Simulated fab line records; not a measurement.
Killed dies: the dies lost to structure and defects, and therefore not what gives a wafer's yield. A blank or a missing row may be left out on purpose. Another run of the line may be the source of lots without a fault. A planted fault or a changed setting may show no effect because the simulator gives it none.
2 desks, one fault ; flow n5Finfet ; only its own numbers are on each desk; what lay behind them is given at the end

AT THE TOOL OWNER'S DESK: rieDiel-03
The tool's own readings at N5_FIN_SAQP_ETCH_51 (etches SiARC in CF4, target depth 45.5 nm, time 75.8 s): means of the sampled wafers that have a number, for each lot that ran on this tool. If a lot's mean is further than 4 standard deviations from the usual mean, the lot is out of limits and carries the mark OUT (the distance appears in the brackets). Only the readings that lie furthest out on some lot appear, 7 of the 8 it has.
Columns: A = biasW at N5_FIN_SAQP_ETCH_51, usual 36.00 W; B = cf4FlowSccm at N5_FIN_SAQP_ETCH_51, usual 99.95 sccm; C = drypumpMotorCurrentA at N5_FIN_SAQP_ETCH_51, usual 5.9 A; D = etchRfOnTimeS at N5_FIN_SAQP_ETCH_51, usual 75.8 s; E = rfVppV at N5_FIN_SAQP_ETCH_51, usual 183.7 V; F = showerheadPlenumPTorr at N5_FIN_SAQP_ETCH_51, usual 2.11 Torr; G = throttleValvePct at N5_FIN_SAQP_ETCH_51, usual 15.70 %
lot;first seen here;A;B;C;D;E;F;G
L435;day 2 22:23;35.91;99.80;6.1;74.6;184.6;2.15;15.87
L440;day 4 03:43;36.03;99.55;5.8;75.7;184.6;2.18;15.91
L452;day 7 05:27;35.94;99.97;6.2;75.5;184.0;2.16;15.83
L454;day 7 19:26;36.01;100.18;5.8;76.3;183.4;2.10;15.71
This desk's verdict: no lot among the 4 shows anything out of limits.

METROLOGY DESK
What the gauges read for every lot (on any tool): the sampled wafers with a number, averaged. If a lot's mean is further than 4 standard deviations from the usual mean, the lot is out of limits and carries the mark OUT (the distance appears in the brackets). Only the readings that lie furthest out on some lot appear, 7 of the 12 it has.
Columns: A = FIN_CORE_OVL at N5_FIN_SAQP_OVL_MEAS_17, usual 0.2 nm; B = cdNm at N5_FIN_SAQP_CD_MEAS_27, usual 20.35 nm; C = DIBL_N at N5_BEOL_M4_RC_MEAS_101, usual 35.9 mV/V; D = DIBL_P at N5_BEOL_M4_RC_MEAS_101, usual 36.3 mV/V; E = ION_N at N5_BEOL_M4_RC_MEAS_101, usual 672 uA/um; F = SS_N at N5_BEOL_M4_RC_MEAS_101, usual 71.5 mV/dec; G = SS_P at N5_BEOL_M4_RC_MEAS_101, usual 73.3 mV/dec
lot;first seen here;A;B;C;D;E;F;G
L435;day 2 22:14;0.5;20.21;35.5;35.4;673;71.2;72.6
L440;day 4 03:38;0.1;20.37;36.8;37.6;682;71.6;73.4
L442;day 4 16:18;0.3;-;-;-;-;-;-
L443;day 5 00:17;0.5;-;-;-;-;-;-
L444;day 5 05:02;1.2;-;-;-;-;-;-
L451;day 6 23:37;0.0;20.27;34.5;36.6;676;71.4;73.2
L452;day 7 05:22;1.1;20.59;36.7;37.8;687;71.5;74.0
L454;day 7 18:01;0.7;20.24;35.4;35.0;680;70.7;72.9
This desk's verdict: no lot among the 8 shows anything out of limits.

TAKEN TOGETHER
Nothing out of limits was seen by the tool owner's desk.
Metrology desk: nothing out of limits seen.

WHAT WAS PUT IN BY THE SIMULATOR
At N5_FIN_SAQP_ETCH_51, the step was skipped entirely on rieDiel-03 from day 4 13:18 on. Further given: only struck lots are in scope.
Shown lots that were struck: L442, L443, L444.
